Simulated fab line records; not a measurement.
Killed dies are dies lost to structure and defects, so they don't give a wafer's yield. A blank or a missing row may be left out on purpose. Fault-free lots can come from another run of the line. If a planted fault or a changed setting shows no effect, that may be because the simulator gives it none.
What tool caused it?    flow n5_finfet    Sampling: 24 lots, 72 wafers, 4 of 1938 route steps

## WHAT THE GAUGES SHOWED, per wafer
N5_BEOL_M3_OVL_MEAS_29.
lot   measured      on          V2_OVL (nm)
L074  day 7 13:44   overlay-02  -0.7 0.0 -0.7
L075  day 8 09:07   overlay-02  -1.0 -0.7 -0.2
L076  day 8 09:23   overlay-01  0.7 0.3 0.7
L077  day 8 14:44   overlay-01  0.1 0.3 0.6
L078  day 8 18:07   overlay-01  -0.2 0.8 0.4
L079  day 8 20:57   overlay-02  -0.4 0.3 -0.1
L082  day 9 18:55   overlay-02  0.5 -0.4 0.0
L083  day 9 22:21   overlay-01  -0.7 -0.5 -1.1
L081  day 10 02:22  overlay-02  -0.1 0.4 0.7
L080  day 10 02:33  overlay-02  0.6 0.3 0.5
L084  day 10 09:31  overlay-01  0.3 -0.1 -0.6
L085  day 10 17:02  overlay-02  0.4 -1.0 -1.0
L088  day 10 23:05  overlay-01  1.4 0.4 0.7
L087  day 11 03:14  overlay-01  0.3 0.3 0.4
L086  day 11 06:51  overlay-02  0.1 -0.6 0.8
L089  day 11 18:40  overlay-02  1.0 0.4 0.8
L091  day 11 22:07  overlay-01  0.1 0.4 -0.2
L090  day 11 23:40  overlay-02  -0.6 -0.6 0.2
L092  day 12 13:57  overlay-02  0.5 0.0 -0.1
L093  day 12 20:58  overlay-02  -0.1 0.3 1.4
L094  day 12 21:33  overlay-01  0.6 -0.5 -0.2
L096  day 13 02:02  overlay-02  0.6 0.8 0.9
L095  day 13 09:08  overlay-02  0.9 0.8 0.5
L097  day 13 21:04  overlay-01  0.5 0.1 0.0

## WHAT TOOL EACH LOT RAN ON (gives the tool, then ch and the chambers of the sampled wafers, and finally the start)
lot   N5_BEOL_M3_ILD_DEP_00            N5_BEOL_M3_PECVD_72              N5_BEOL_M3_DESCUM_16
L074  pecvd-04 ch 0,2, day 7 11:14     pecvd-01 ch 0,1,2, day 7 11:21   rie_diel-06 ch 0,2,3, day 7 12:42
L075  pecvd-02 ch 0,1,2, day 8 04:06   pecvd-04 ch 1,2, day 8 04:13     rie_diel-02 ch 0,1,3, day 8 08:05
L076  pecvd-02 ch 0,1, day 8 05:04     pecvd-04 ch 1,2, day 8 05:10     rie_diel-03 ch 1,3, day 8 08:19
L077  pecvd-04 ch 1, day 8 12:59       pecvd-02 ch 0,1, day 8 13:07     rie_diel-03 ch 0,1, day 8 13:57
L078  pecvd-04 ch 0,1,2, day 8 16:25   pecvd-01 ch 0,1,2, day 8 16:31   rie_diel-06 ch 0,1,3, day 8 17:13
L079  pecvd-02 ch 0,1, day 8 17:01     pecvd-02 ch 0,1, day 8 17:07     rie_diel-03 ch 0,1,2, day 8 20:02
L082  pecvd-02 ch 0, day 9 15:37       pecvd-01 ch 0,1,2, day 9 15:46   rie_diel-06 ch 0,1,3, day 9 18:01
L083  pecvd-04 ch 0,2, day 9 19:16     pecvd-02 ch 0,1, day 9 19:22     rie_diel-02 ch 0,1,2, day 9 21:23
L081  pecvd-04 ch 1,2, day 9 22:35     pecvd-01 ch 0,1,2, day 9 22:41   rie_diel-02 ch 0,2,3, day 10 01:20
L080  pecvd-04 ch 0,1,2, day 9 23:02   pecvd-01 ch 0,2, day 9 23:09     rie_diel-03 ch 0,1,2, day 10 01:33
L084  pecvd-04 ch 0,2, day 10 08:04    pecvd-01 ch 0,1,2, day 10 08:10  rie_diel-06 ch 1,2,3, day 10 08:44
L085  pecvd-01 ch 0,1,2, day 10 12:03  pecvd-04 ch 0,1, day 10 12:10    rie_diel-02 ch 0,1,2, day 10 16:16
L088  pecvd-04 ch 0,1,2, day 10 20:58  pecvd-01 ch 0,2, day 10 21:04    rie_diel-02 ch 1,2,3, day 10 22:11
L087  pecvd-02 ch 1,2, day 11 01:22    pecvd-01 ch 0,1, day 11 01:29    rie_diel-06 ch 0,2, day 11 02:28
L086  pecvd-02 ch 0,1, day 11 04:26    pecvd-04 ch 0,1,2, day 11 04:32  rie_diel-02 ch 0,3, day 11 06:04
L089  pecvd-04 ch 0,1,2, day 11 15:14  pecvd-01 ch 0,1, day 11 15:20    rie_diel-06 ch 0,1,2, day 11 17:43
L091  pecvd-04 ch 0,1,2, day 11 18:28  pecvd-01 ch 0,1, day 11 18:34    rie_diel-06 ch 1,2,3, day 11 21:01
L090  pecvd-01 ch 0,2, day 11 21:03    pecvd-04 ch 0,2, day 11 21:09    rie_diel-03 ch 0,3, day 11 22:53
L092  pecvd-01 ch 0,1,2, day 12 10:38  pecvd-04 ch 0,1,2, day 12 10:44  rie_diel-06 ch 1,2, day 12 13:02
L093  pecvd-01 ch 0,2, day 12 16:08    pecvd-01 ch 0,1,2, day 12 16:14  rie_diel-03 ch 0,1, day 12 19:57
L094  pecvd-01 ch 0,1,2, day 12 19:44  pecvd-04 ch 0,1,2, day 12 19:50  rie_diel-03 ch 0,1, day 12 20:44
L096  pecvd-04 ch 0,1,2, day 12 23:21  pecvd-01 ch 0,1, day 12 23:28    rie_diel-02 ch 0,2,3, day 13 01:15
L095  pecvd-04 ch 0,1,2, day 13 04:49  pecvd-04 ch 0,1, day 13 04:55    rie_diel-06 ch 0,3, day 13 08:02
L097  pecvd-02 ch 1,2, day 13 15:33    pecvd-04 ch 0,2, day 13 15:39    rie_diel-02 ch 0,1, day 13 18:43
- N5_BEOL_M3_ILD_DEP_00: deposits SiOC from DEMS/O2, target thk 79 nm, time 15.3 s.
- N5_BEOL_M3_PECVD_72: deposits SiO2 from TEOS/O2, target thk 16 nm, time 18 s.
- N5_BEOL_M3_DESCUM_16: chemistry O2, time 7 s.

## WHAT THE TOOLS THEMSELVES READ (means of the sampled wafers that have a number; where no wafer has one, the mark that the record gives instead)
N5_BEOL_M3_ILD_DEP_00.
lot   tool      heater_power_w (W)  showerhead_plenum_p_Torr (Torr)  throttle_valve_pct (%)
L074  pecvd-04  504                 5.700                            11.9
L075  pecvd-02  540                 5.708                            12.0
L076  pecvd-02  563                 5.695                            12.3
L077  pecvd-04  485                 5.694                            14.7
L078  pecvd-04  487                 5.691                            12.9
L079  pecvd-02  618                 5.713                            12.1
L082  pecvd-02  633                 5.707                            11.9
L083  pecvd-04  531                 5.701                            12.1
L081  pecvd-04  495                 5.697                            13.6
L080  pecvd-04  491                 5.702                            12.8
L084  pecvd-04  495                 5.705                            12.0
L085  pecvd-01  452                 5.689                            12.0
L088  pecvd-04  517                 5.695                            12.8
L087  pecvd-02  590                 5.702                            11.7
L086  pecvd-02  607                 5.705                            12.2
L089  pecvd-04  525                 5.695                            12.9
L091  pecvd-04  475                 5.688                            12.9
L090  pecvd-01  518                 5.685                            11.7
L092  pecvd-01  405                 5.697                            12.1
L093  pecvd-01  515                 5.690                            11.7
L094  pecvd-01  444                 5.693                            11.9
L096  pecvd-04  483                 5.697                            12.9
L095  pecvd-04  491                 5.698                            12.8
L097  pecvd-02  592                 5.706                            11.3

N5_BEOL_M3_PECVD_72.
lot   tool      heater_power_w (W)  showerhead_plenum_p_Torr (Torr)  throttle_valve_pct (%)
L074  pecvd-01  692                 8.77                             22.4
L075  pecvd-04  786                 8.70                             23.6
L076  pecvd-04  732                 8.74                             25.5
L077  pecvd-02  916                 8.85                             22.8
L078  pecvd-01  646                 8.78                             22.5
L079  pecvd-02  880                 8.80                             22.9
L082  pecvd-01  696                 8.77                             22.6
L083  pecvd-02  856                 8.81                             23.0
L081  pecvd-01  661                 8.78                             22.5
L080  pecvd-01  718                 8.76                             22.8
L084  pecvd-01  686                 8.77                             22.4
L085  pecvd-04  745                 8.81                             26.0
L088  pecvd-01  779                 8.79                             22.1
L087  pecvd-01  676                 8.78                             23.2
L086  pecvd-04  723                 8.78                             23.9
L089  pecvd-01  670                 8.77                             23.3
L091  pecvd-01  616                 8.77                             23.1
L090  pecvd-04  767                 8.82                             22.5
L092  pecvd-04  766                 8.78                             24.0
L093  pecvd-01  640                 8.80                             22.6
L094  pecvd-04  734                 8.79                             24.2
L096  pecvd-01  599                 8.75                             23.0
L095  pecvd-04  715                 8.88                             24.4
L097  pecvd-04  750                 8.73                             22.3

N5_BEOL_M3_DESCUM_16.
lot   tool         drypump_motor_current_A (A)  oes_product_au (a.u.)  rf_vpp_V (V)  showerhead_plenum_p_Torr (Torr)  temp_c (C)  throttle_valve_pct (%)
L074  rie_diel-06  5.7                          0.83                   242.1         2.03                             40.01       20.43
L075  rie_diel-02  5.5                          0.81                   242.9         2.07                             40.12       20.26
L076  rie_diel-03  5.4                          0.76                   243.2         2.15                             40.05       20.70
L077  rie_diel-03  6.3                          0.81                   242.4         2.13                             40.03       20.56
L078  rie_diel-06  5.6                          0.84                   242.6         2.08                             39.99       20.37
L079  rie_diel-03  6.0                          0.77                   244.2         2.15                             39.98       20.61
L082  rie_diel-06  5.5                          0.83                   243.7         2.08                             39.95       20.37
L083  rie_diel-02  5.5                          0.79                   244.1         2.10                             40.01       20.32
L081  rie_diel-02  5.6                          0.75                   242.7         2.02                             40.09       20.39
L080  rie_diel-03  5.9                          0.76                   244.0         2.14                             40.05       20.62
L084  rie_diel-06  5.7                          0.78                   243.0         2.04                             40.02       20.47
L085  rie_diel-02  5.5                          0.79                   243.0         2.10                             39.80       20.31
L088  rie_diel-02  5.5                          0.76                   242.8         2.08                             39.95       20.36
L087  rie_diel-06  5.6                          0.86                   241.4         2.04                             40.00       20.42
L086  rie_diel-02  5.6                          0.77                   242.1         2.00                             40.04       20.33
L089  rie_diel-06  5.6                          0.83                   241.6         2.05                             39.92       20.45
L091  rie_diel-06  5.7                          0.77                   241.5         2.03                             40.00       20.50
L090  rie_diel-03  5.3                          0.77                   244.0         2.15                             40.00       20.64
L092  rie_diel-06  5.7                          0.80                   241.5         2.00                             39.98       20.56
L093  rie_diel-03  6.3                          0.78                   242.9         2.12                             40.05       20.60
L094  rie_diel-03  6.3                          0.78                   243.2         2.12                             40.10       20.62
L096  rie_diel-02  5.6                          0.74                   242.1         2.01                             40.17       20.42
L095  rie_diel-06  5.6                          0.81                   242.8         2.06                             39.96       20.39
L097  rie_diel-02  5.4                          0.80                   243.0         2.13                             39.89       20.24

## THE ANSWER, worked out from the rows above alone
Rule: what is usual is taken from the lots themselves. The widest of any qualifying gaps counts: lots, ordered by their means at a reading, are off when they make up no more than a third of the lots, leave a main group of 4 or more, and stand apart from it by 3 or more times the standard deviation of that group's means. If all means in a main group match to the digits the tables above print for the reading, that group is not used. Also off: a lot with no number at a reading for which 4 or more lots have one. Any other lot the step has rows for is counted as sound. After the gauges, taken in route order, come the tools' own readings; for these a lot's mean is taken, as printed above. At the first step where some lot is off, the reading lying furthest off is the one used; lots without a number count as furthest.
No lot is off on any of the readings shown, so nothing can be concluded from this.

## WHAT THE SIMULATOR HAD PUT IN
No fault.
